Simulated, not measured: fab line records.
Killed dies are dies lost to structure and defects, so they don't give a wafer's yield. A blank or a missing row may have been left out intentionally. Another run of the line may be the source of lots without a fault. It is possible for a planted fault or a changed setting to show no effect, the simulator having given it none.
fab line records	flow n5-finfet
record: lots: 4	wafers: 12	last-day: 17
route steps=1938 shown BEOL_M2@861 BEOL_M4@1111 PASSIVATION@1936
lots with no fault: from the same line, run without faults
start-h: start of the lot's first displayed wafer, in hours after the record's first day	wait-h: how many hours have passed since the lot's step before this one	" the same as in the row above	L1.1+2: one row covering several wafers at once	- value missing, or start not given	* or withheld: withheld	< > ~ a bound
route shown NAME@n: a module of which the file shows steps, and the number in the route of the first	usual: mean/standard deviation taken from wafers without a fault	same: alike in all rows	chamber/n: place in a boat	sites: per-site readings	_std_site: their standard deviation	_edge_site: inner sites' mean taken away from outer sites' mean	radius-mm: for every site, how far away it sits from the centre of the wafer	mask NAME#n: copy n	behind: the last tool/chamber to shape the wafer	hold: what put the lot on hold/how long, in hours/how the hold closed	device: the transistor (n, p or np) that didn't switch	end of line: at the end of the route, the tests of the same wafers	a step without rows: its recipe alone	killed: dies that structure and defects cost at the first sort, which is not the same as the wafer's yield	map: a wafer's dies, x killed, . not, _ none there
set.NAME: the setting the step ran with; set.NAME@STEP: the setting that earlier step ran with	model.NAME: the simulator's own value behind a step, which no gauge read
lots at selected steps of the route; one table per step, one row per wafer
services: from which hour (start-h, from the record's first day; less than 0 if before it) a tool's chamber was out of use, for how many hours, and why
== steps ==
step: N5_BEOL_M2_STRIP_65
recipe: chemistry: N2/H2	temp-c: 40	n2-flow-sccm: 200	h2-flow-sccm: 200	rf-frequency-hz: 6e+07
step: N5_BEOL_M2_STRIP_75
recipe: chemistry: N2/H2	temp-c: 40	n2-flow-sccm: 200	h2-flow-sccm: 200	rf-frequency-hz: 6e+07
step: N5_BEOL_M2_STRIP_66
recipe: chemistry: CF4	resist: SiARC	power-w: 300	bias-power-w: 75	pressure-mtorr: 50	cf4-flow-sccm: 150	rf-frequency-hz: 6e+07
step: N5_BEOL_M2_HM_OPEN_17
recipe: chemistry: Cl2/BCl3	target-depth-a: 200	overetch-a: 60	target: TiN	mask-material: SOC	ion-energy-ev: 150	pressure-mtorr: 10	icp-w: 1000	bias-w: 126	Cl2_flow_sccm: 53.25	bcl3-flow-sccm: 21.75	Ar_flow_sccm: 25
step: N5_BEOL_M2_STRIP_19
recipe: chemistry: O2	power-w: 400	temp-c: 40	pressure-mtorr: 30	rf-frequency-hz: 6e+07	bias-power-w: 0	overash-fraction: 0.2	o2-flow-sccm: 225
step: N5_BEOL_M2_COAT_67
recipe: resist: SOC	temp-c: 250	time-s: 60	spin-rpm: 1500	resist-thk-nm: 60
step: N5_BEOL_M2_COAT_68
recipe: resist: SiARC	temp-c: 220	time-s: 60	spin-rpm: 1500	resist-thk-nm: 12
step: N5_BEOL_M2_COAT_76
recipe: resist: underlayer	temp-c: 205	time-s: 60	spin-rpm: 1500	resist-thk-nm: 5
step: N5_BEOL_M2_COAT_22
recipe: resist: CAR-EUV	spin-rpm: 1500	resist-thk-nm: 30
step: N5_BEOL_M2_EBR_24
recipe: solvent: PGMEA	ebr-width-mm: 1.5
step: N5_BEOL_M2_SOFTBAKE_23
recipe: temp-c: 110	time-s: 60	resist: CAR-EUV
step: N5_BEOL_M2_EXPOSE_25
recipe: mask-id: V1	na: 0.33	source-shape: quasar	sigma-inner: 0.2	sigma-outer: 0.8	polarization: unpolarized	defocus-nm: 5	dose-mj: 63
usual: exposure-dose-mJ-cm2: 62.87/0.12
lot.wafer	tool	chamber	start-h	wait-h	mask	exposure-dose-mJ-cm2
L201.4	euv-scanner-02	0	138.97	-	V1#0	62.73
L201.5	"	0	"	"	V1#0	62.72
L201.6	"	0	"	"	V1#0	62.75
L205.1	euv-scanner-01	0	161.35	-	V1#0	62.91
L205.3	"	0	"	"	V1#0	62.90
L205.6	"	0	"	"	V1#0	62.92
L220.2	euv-scanner-02	0	252.97	-	V1#0	54.86
L220.3	"	0	"	"	V1#0	54.88
L220.6	"	0	"	"	V1#0	54.92
L221.1	euv-scanner-02	0	276.76	-	V1#0	57.72
L221.3	"	0	"	"	V1#0	57.69
L221.5	"	0	"	"	V1#0	57.57
step: N5_BEOL_M2_PEB_26
recipe: peb-temp-c: 100	peb-time-s: 60	resist: CAR-EUV
step: N5_BEOL_M2_DEVELOP_27
recipe: develop-time-s: 30	developer: TMAH	resist: CAR-EUV	rinse-liquid: surfactant-rinse	dry: air-spin	dev-temp-c: 23
step: N5_BEOL_M2_CD_MEAS_28
recipe: target-cd-nm: 26.2	landing-energy-ev: 500	detector: se-inlens	target-cd-y-nm: 24.1	polarity: opening
usual: cd-nm: 26.17/0.22
same: landing-energy-ev: 500
lot.wafer	tool	chamber	start-h	wait-h	cd-nm
L201.4	cd-sem-01	0	139.09	-	26.41
L201.5	"	0	"	"	26.33
L201.6	"	0	"	"	26.18
L205.1	cd-sem-02	0	161.49	-	25.99
L205.3	"	0	"	"	25.68
L205.6	"	0	"	"	26.52
L220.2	cd-sem-03	0	253.11	-	23.66
L220.3	"	0	"	"	23.55
L220.6	"	0	"	"	23.52
L221.1	cd-sem-02	0	276.91	-	24.65
L221.3	"	0	"	"	24.75
L221.5	"	0	"	"	24.39
step: N5_BEOL_M2_DESCUM_33
recipe: chemistry: O2	time-s: 7	source-power-w: 50	bias-power-w: 20	pressure-mtorr: 20	rf-frequency-hz: 2.712e+07	temp-c: 40	resist: CAR-EUV	o2-flow-sccm: 225
step: N5_BEOL_M2_ETCH_77
recipe: chemistry: N2/H2	target: underlayer	target-depth-a: 65	mask-material: CAR-EUV	time-s: 5.2	ion-energy-ev: 200	pressure-mtorr: 30	source-w: 840	bias-w: 150	n2-flow-sccm: 200	h2-flow-sccm: 200	ends: cleared
step: N5_BEOL_M2_ETCH_69
recipe: chemistry: CF4	target: SiARC	target-depth-a: 156	mask-material: CAR-EUV	time-s: 26	ion-energy-ev: 80	pressure-mtorr: 40	source-w: 545	bias-w: 36	Ar_flow_sccm: 100	cf4-flow-sccm: 100	ends: cleared
step: N5_BEOL_M2_ALD_98
recipe: material: SiO2	target-thk-a: 25	temp-c: 100	ald-precursor-family: BDEAS	ald-co-reactant: O2-plasma	pulse-time-s: 1	co-reactant-pulse-time-s: 1	purge-time-s: 2	co-reactant-purge-time-s: 2	ald-cycles: 17	pressure-torr: 2
step: N5_BEOL_M2_ETCHBACK_99
recipe: chemistry: CHF3	target: SiO2	target-depth-a: 50	time-s: 10.4	source-w: 215	bias-w: 47	Ar_flow_sccm: 200	CHF3_flow_sccm: 12	ion-energy-ev: 100	pressure-mtorr: 30
step: N5_BEOL_M2_ETCH_70
recipe: chemistry: N2/H2	target: SOC	target-depth-a: 800	overetch-a: 240	mask-material: SiARC	temp-c: 40	time-s: 130	ion-energy-ev: 200	pressure-mtorr: 30	source-w: 840	bias-w: 150	n2-flow-sccm: 200	h2-flow-sccm: 200
step: N5_BEOL_M2_STRIP_71
recipe: chemistry: N2/H2	temp-c: 40	n2-flow-sccm: 200	h2-flow-sccm: 200	rf-frequency-hz: 6e+07
step: N5_BEOL_M2_STRIP_78
recipe: chemistry: N2/H2	temp-c: 40	n2-flow-sccm: 200	h2-flow-sccm: 200	rf-frequency-hz: 6e+07
step: N5_BEOL_M2_VIA_ETCH_34
recipe: chemistry: C4F6/O2	target-depth-a: 694	mask-material: SOC	pressure-mtorr: 15	ion-energy-ev: 250	taper-deg: 4	time-s: 65.9	source-w: 350	bias-w: 170	Ar_flow_sccm: 300	C4F6_flow_sccm: 10	O2_flow_sccm: 10
step: N5_BEOL_M2_STRIP_83
recipe: chemistry: C4F6/O2	resist: SiARC	rf-frequency-hz: 6e+07
step: N5_BEOL_M2_STRIP_36
recipe: chemistry: N2/H2	power-w: 450	temp-c: 40	pressure-mtorr: 20	rf-frequency-hz: 6e+07	overash-fraction: 0.3	bias-power-w: 7	h2-frac: 0.5	n2-flow-sccm: 200	h2-flow-sccm: 200
step: N5_BEOL_M2_TRENCH_ETCH_37
recipe: chemistry: C4F6/O2	target-depth-a: 555.55	target: SiOC	time-s: 29.2	ion-energy-ev: 250	pressure-mtorr: 30	source-w: 355	bias-w: 185	Ar_flow_sccm: 300	C4F6_flow_sccm: 10	O2_flow_sccm: 10
step: N5_BEOL_M2_ETCH_41
recipe: chemistry: CH3F/O2	target: SiCN	target-depth-a: 299	taper-deg: 2	time-s: 52.5	ion-energy-ev: 120	mask-material: TiN	pressure-mtorr: 30	source-w: 395	bias-w: 75	Ar_flow_sccm: 150	CH3F_flow_sccm: 30	O2_flow_sccm: 20
step: N5_BEOL_M2_STRIP_97
recipe: chemistry: N2/H2	time-s: 10	power-w: 450	temp-c: 40	pressure-mtorr: 20	rf-frequency-hz: 6e+07	bias-power-w: 7	n2-flow-sccm: 200	h2-flow-sccm: 200
step: N5_BEOL_M2_HM_STRIP_39
recipe: chemistry: peroxide-tin-strip	material: TiN	target-depth-a: 250	temp-c: 50	time-s: 158
step: N5_BEOL_M2_SRD_40
recipe: time-s: 30	temp-c: 23	rinse-liquid: diw	dry: ipa-marangoni
step: N5_BEOL_M2_PRECLEAN_42
recipe: chemistry: residue-remover	time-s: 60	temp-c: 40
step: N5_BEOL_M2_SRD_43
recipe: time-s: 30	temp-c: 23	rinse-liquid: diw	dry: ipa-marangoni
step: N5_BEOL_M2_DEGAS_44
recipe: ambient: vacuum	temp-c: 250	time-s: 60
step: N5_BEOL_M2_PRE_CLEAN_45
recipe: gas: H2/He	time-s: 30	temp-c: 250
step: N5_BEOL_M2_ALD_84
recipe: material: TaN	target-thk-a: *	temp-c: 275	ald-precursor-family: PDMAT	ald-co-reactant: NH3	pressure-torr: 3	carrier-flow-sccm: 1500	pulse-time-s: 2	purge-time-s: 3	co-reactant-purge-time-s: 2	co-reactant-pulse-time-s: 3	ald-cycles: 30	precursor-vessel-temp-c: 75	precursor-vessel-pressure-torr: 26.25	precursor-vessel-carrier-sccm: 1000
step: N5_BEOL_M2_SURFACE_TREAT_85
recipe: gas: Ar	time-s: *	ion-energy-ev: *	ion-current-ma-cm2: 0.5	pressure-mtorr: *	ar-flow-sccm: 30
step: N5_BEOL_M4_RC_MEAS_101
usual: CHAIN_V1: 232/7.1	CHAIN_V1_max_site: 240/7.7	DIBL_N: 36.4/1.2	DIBL_P: 36.1/1.6	IOFF_N: 0.156/0.024	IOFF_P: 0.21/0.031	ION_N: 674/11	ION_P: 463/6.9	SS_N: 71.5/0.5	SS_P: 73.2/0.55	VT_N: 250.0/2.9	VT_P: -250/3.6
lot.wafer	tool	chamber	start-h	wait-h	CHAIN_V1[ohm/link]	CHAIN_V1_max_site[ohm/link]	DIBL_N[mV/V]	DIBL_P[mV/V]	IOFF_N[nA/um]	IOFF_P[nA/um]	ION_N[uA/um]	ION_P[uA/um]	SS_N[mV/dec]	SS_P[mV/dec]	VT_N[mV]	VT_P[mV]
L201.4	prober-01	0	168.34	0.5	230	240	34.8	33.9	0.139	0.22	675	475	71.8	72.6	248.1	-245
L201.5	"	0	"	"	237	240	36.0	34.2	0.144	0.21	680	470	72.0	72.8	250.9	-248
L201.6	"	0	"	"	224	229	36.9	36.6	0.171	0.26	688	473	71.5	73.7	247.8	-246
L205.1	prober-01	0	193.63	0.0	237	247	36.8	37.1	0.168	0.25	687	470	71.7	73.3	249.2	-244
L205.3	"	0	"	"	230	234	35.2	34.3	0.130	0.19	675	471	71.5	72.5	252.3	-248
L205.6	"	0	"	"	229	237	34.8	34.5	0.125	0.20	673	465	71.2	72.6	251.8	-249
L221.1	prober-02	0	300.83	0.0	269	277	36.3	35.0	0.132	0.18	678	460	70.2	72.7	252.7	-253
L221.3	"	0	"	"	279	296	35.9	34.9	0.130	0.17	667	454	71.5	72.4	253.0	-257
L221.5	"	0	"	"	281	292	36.5	35.0	0.133	0.18	671	462	71.3	73.5	252.2	-254
sites CHAIN_V1 radius-mm=0,75,75,75,75,140,140,140,140
L201.4 233 238 230 240 231 227 218 222 216
L205.1 225 242 235 234 247 238 226 237 247
L221.1 252 274 270 270 269 266 261 277 264
step: N5_PASSIVATION_PROBE_49
usual: defect-limited-yield: 91.4/1.5	killed_at_M0_to_M3: 31/11	killed_at_M4_up: 13/5.5	killed-at-contacts: 13/6.3	killed-at-front-end: 40/13	killed-at-other: 3.3/2.6	killed-dies: 101/18	killed-on-rim: 13/4	killed-open: 67/13	killed-short: 33/7.9	sort_bin_5_function: 5.1/1	sort_bin_6_memory: 3.2/0.68	sort-n-pass: 1079/18	sort-yield-pct: 91.4/1.5
same: gross-dies: 1180	killed-at-back-side: 0	sort_bin_4_leakage[%]: 0	sort_bin_8_speed[%]: 0
lot.wafer	tool	chamber	start-h	wait-h	defect-limited-yield[%]	killed_at_M0_to_M3	killed_at_M4_up	killed-at-contacts	killed-at-front-end	killed-at-other	killed-dies	killed-on-rim	killed-open	killed-short	sort_bin_5_function[%]	sort_bin_6_memory[%]	sort-n-pass	sort-yield-pct[%]
L220.2	prober-01	-	387.92	0.1	0.2	1121	5	12	35	5	1178	152	65	16	70.1	3.9	2	0.2
L220.3	prober-01	-	387.97	0.1	0	1097	14	3	65	1	1180	152	70	33	70.4	4.9	0	0
L220.6	prober-01	-	388.12	0.3	0.2	1100	18	4	50	6	1178	152	63	27	70.3	4.6	2	0.2
L221.1	prober-02	-	406.13	0.2	64.3	359	18	5	38	1	421	47	67	37	21.9	11.4	759	64.3
L221.3	prober-02	-	406.23	0.3	62.9	384	20	4	28	2	438	54	69	15	23.2	12.5	742	62.9
L221.5	prober-02	-	406.33	0.4	65.8	350	15	3	35	1	404	64	70	36	19.9	12.5	776	65.8
killed by level:class
L220.2 BEOL_M2:area-expose=1097 STI_FIN_REVEAL:geometric-particle:open=13 MOL_CONTACT_COAG:geometric-particle:open=12 BEOL_M2:geometric-particle:open=8 DUMMY_GATE:geometric-particle:open=7 BEOL_M2:geometric-particle:short=7 GATE_CUT:geometric-particle:short=4 BEOL_M4:geometric-particle:open=4
L220.3 BEOL_M2:area-expose=1077 STI_FIN_REVEAL:geometric-particle:open=19 FIN_SAQP:geometric-particle:open=9 DUMMY_GATE:geometric-particle:open=8 BEOL_M4:geometric-particle:open=7 FIN_SAQP:geometric-particle:short=6 STI_FIN_REVEAL:geometric-particle:short=6 BEOL_M1:geometric-particle:open=5
L220.6 BEOL_M2:area-expose=1088 STI_FIN_REVEAL:geometric-particle:open=20 BEOL_M4:geometric-particle:open=13 FIN_SAQP:geometric-particle:short=7 FIN_SAQP:geometric-particle:open=7 STI_FIN_REVEAL:geometric-particle:short=5 BEOL_M2:geometric-particle:short=5 DUMMY_GATE:geometric-particle:open=4
L221.1 BEOL_M2:area-expose=317 BEOL_M0_SAQP:geometric-particle:open=12 ILD0:geometric-particle:open=8 BEOL_M2:geometric-particle:open=8 BEOL_M1:geometric-particle:short=7 BEOL_M0_SAQP:geometric-particle:short=6 GATE_CUT:geometric-particle:short=5 MOL_CONTACT_COAG:geometric-particle:open=5
L221.3 BEOL_M2:area-expose=352 BEOL_M2:geometric-particle:open=10 BEOL_M1:geometric-particle:open=7 BEOL_M7:geometric-particle:open=6 BEOL_M0:geometric-particle:open=5 DUMMY_GATE:geometric-particle:open=4 GATE_CUT:geometric-particle:open=4 BEOL_M0_SAQP:geometric-particle:open=4
L221.5 BEOL_M2:area-expose=298 BEOL_M3:geometric-particle:open=15 BEOL_M1:geometric-particle:open=11 BEOL_M2:geometric-particle:open=11 GATE_CUT:geometric-particle:short=8 GATE_CUT:geometric-particle:open=6 BEOL_M0_SAQP:geometric-particle:short=6 BEOL_M4:geometric-particle:open=6
map L220.3 (x killed, . not)
_________________xxxxxxxxxxxx________________
______________xxxxxxxxxxxxxxxxxx_____________
___________xxxxxxxxxxxxxxxxxxxxxxxx__________
__________xxxxxxxxxxxxxxxxxxxxxxxxxx_________
________xxxxxxxxxxxxxxxxxxxxxxxxxxxxxx_______
_______xxxxxxxxxxxxxxxxxxxxxxxxxxxxxxxx______
______xxxxxxxxxxxxxxxxxxxxxxxxxxxxxxxxxx_____
_____xxxxxxxxxxxxxxxxxxxxxxxxxxxxxxxxxxxx____
____xxxxxxxxxxxxxxxxxxxxxxxxxxxxxxxxxxxxxx___
___xxxxxxxxxxxxxxxxxxxxxxxxxxxxxxxxxxxxxxxx__
___xxxxxxxxxxxxxxxxxxxxxxxxxxxxxxxxxxxxxxxx__
__xxxxxxxxxxxxxxxxxxxxxxxxxxxxxxxxxxxxxxxxxx_
__xxxxxxxxxxxxxxxxxxxxxxxxxxxxxxxxxxxxxxxxxx_
_xxxxxxxxxxxxxxxxxxxxxxxxxxxxxxxxxxxxxxxxxxxx
_xxxxxxxxxxxxxxxxxxxxxxxxxxxxxxxxxxxxxxxxxxxx
_xxxxxxxxxxxxxxxxxxxxxxxxxxxxxxxxxxxxxxxxxxxx
_xxxxxxxxxxxxxxxxxxxxxxxxxxxxxxxxxxxxxxxxxxxx
_xxxxxxxxxxxxxxxxxxxxxxxxxxxxxxxxxxxxxxxxxxxx
_xxxxxxxxxxxxxxxxxxxxxxxxxxxxxxxxxxxxxxxxxxxx
_xxxxxxxxxxxxxxxxxxxxxxxxxxxxxxxxxxxxxxxxxxxx
_xxxxxxxxxxxxxxxxxxxxxxxxxxxxxxxxxxxxxxxxxxxx
__xxxxxxxxxxxxxxxxxxxxxxxxxxxxxxxxxxxxxxxxxx_
__xxxxxxxxxxxxxxxxxxxxxxxxxxxxxxxxxxxxxxxxxx_
___xxxxxxxxxxxxxxxxxxxxxxxxxxxxxxxxxxxxxxxx__
___xxxxxxxxxxxxxxxxxxxxxxxxxxxxxxxxxxxxxxxx__
____xxxxxxxxxxxxxxxxxxxxxxxxxxxxxxxxxxxxxx___
_____xxxxxxxxxxxxxxxxxxxxxxxxxxxxxxxxxxxx____
______xxxxxxxxxxxxxxxxxxxxxxxxxxxxxxxxxx_____
_______xxxxxxxxxxxxxxxxxxxxxxxxxxxxxxxx______
________xxxxxxxxxxxxxxxxxxxxxxxxxxxxxx_______
__________xxxxxxxxxxxxxxxxxxxxxxxxxx_________
___________xxxxxxxxxxxxxxxxxxxxxxxx__________
______________xxxxxxxxxxxxxxxxxx_____________
_________________xxxxxxxxxxxx________________
map L221.3 (x killed, . not)
_________________...xx.....x.________________
______________x.x..x.x.x..xxx..x_____________
___________x......x...............x__________
__________..x..xx...x.x.x.x.xxx..x.._________
________.x.xx......xx.......x.x.xx.xx._______
_______x.xxx...x.xx...x......x.x.xx....______
______x.x.xxxx.x.....x....x..x...x......_____
_____x...x.....x..x.x.....x..x...x.x.x.xx____
____xxx......x......x.xx...xx.xxx..xx...xx___
___.xxxxx..x.x.xx.x....xxx..x...x..x..x.xx.__
___x.x...x...x.x..x.x..xx.x.xxx...x..xxx..x__
__x..x..x.xxxx.x..xx.xxx..x.xx..x.xxx...xx.._
__x..x....x.x...x..x...x.........x..x...x.x._
_xx.x.......x......xx.x.....xx...x.....x.x..x
_.xxxx..x.x..xx....xx.....xxx.xxx.xx.x.....xx
_...x.xx....x......xx.......x.xx..x..xx.x..xx
_...xxx....x.x.x.x.x.....xx.x.....x..x...x...
_.x.x..x...x.x.x...x..x..x....xxx.x....x..xx.
_....x...x.x.x.x....x.xx.............xx.....x
_.....x...xx.x....x.x.......x..x.x.x...xx....
_x.x....x....x....xxx...x.xxxx.....x.xxxx....
__..x...x.....x.x..x.....x...xx...x..x.x.x.x_
__.x...xx.x.x...xx..x.x..xxx..xx..x.xx.xxxx._
___..x...xx.xxx..xxx..x...xxx...xx.x.x.x..x__
___..x..x..x.x.x..x.x.xxxx..x..xxxx.x......__
____xx.......x..xxxxxx...........x.x..x...___
_____..x.xx...........x..xxx..xxxx.x..x..____
______xxx.x..........x.x....x..xx..xxx.._____
_______.xx.xx.xxxx..xx..x.x.....xx.x..x______
________.x.xxxx...xxx.......x.xx..x.x._______
__________...x......x.xx.x...x......_________
___________....x.x.xx.xx.xx..x.....__________
______________........xx......xx_____________
_________________....xxx.xx.x________________
== services ==
tool	chamber	start-h	hours	kind
euv-scanner-01	-	119.82	0.4	repair
euv-scanner-01	-	139.87	2.7	repair
euv-scanner-02	-	143.60	2.5	repair
euv-scanner-02	-	153.10	63.5	repair
euv-scanner-01	-	179.60	1.0	pm
euv-scanner-01	0	212.19	-	calibration
euv-scanner-02	-	216.63	1.0	pm
euv-scanner-02	-	217.64	4.6	pm
euv-scanner-01	-	223.25	1.0	pm
euv-scanner-02	-	274.99	1.0	pm
== key ==
first-sign: step: N5_BEOL_M2_EXPOSE_25	reading: exposure-dose-mJ-cm2	direction: down	sigmas: 54	usual: 62.87	struck: 56.27
effect: step: N5_BEOL_M2_CD_MEAS_28	reading: cd-nm	direction: down	sigmas: 9.4	usual: 26.17	struck: 24.09	through: control-loop
effect: step: N5_BEOL_M4_RC_MEAS_101	reading: CHAIN_V1	direction: up	sigmas: 6.2	usual: 232	struck: 276
effect: step: N5_BEOL_M4_RC_MEAS_101	reading: CHAIN_V1_max_site	direction: up	sigmas: 6.2	usual: 240	struck: 288
effect: step: N5_PASSIVATION_PROBE_49	reading: killed_at_M0_to_M3	direction: up	sigmas: 66	usual: 31	struck: 735
more-kills-born-at: N5_BEOL_M2_EXPOSE_25@euv-scanner-02: 4229
met-at N5_BEOL_M2_EXPOSE_25
struck-wafers L220.2,L220.3,L220.6,L221.1,L221.3,L221.5
later-rows-left-out L220.2,L220.3,L220.6
loop-trim: step: N5_BEOL_M2_EXPOSE_25	setting: dose	lots: L221
onset-between 138.97 252.97
fault: kind: process-parameter-drift	tool: euv-scanner-02	chamber: -	onset-h: 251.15	steps: N5_BEOL_M2_EXPOSE_25	channel: dose-mj	offset: -7.864	shape: step	acts-in: these-recipes-only	stated: 63
later-rows-left-out: the simulator's readings of these wafers behind a module that went badly wrong aren't trusted and aren't shown, but for the sort
loop-trim: a control loop set the setting to another value than it would have without faults
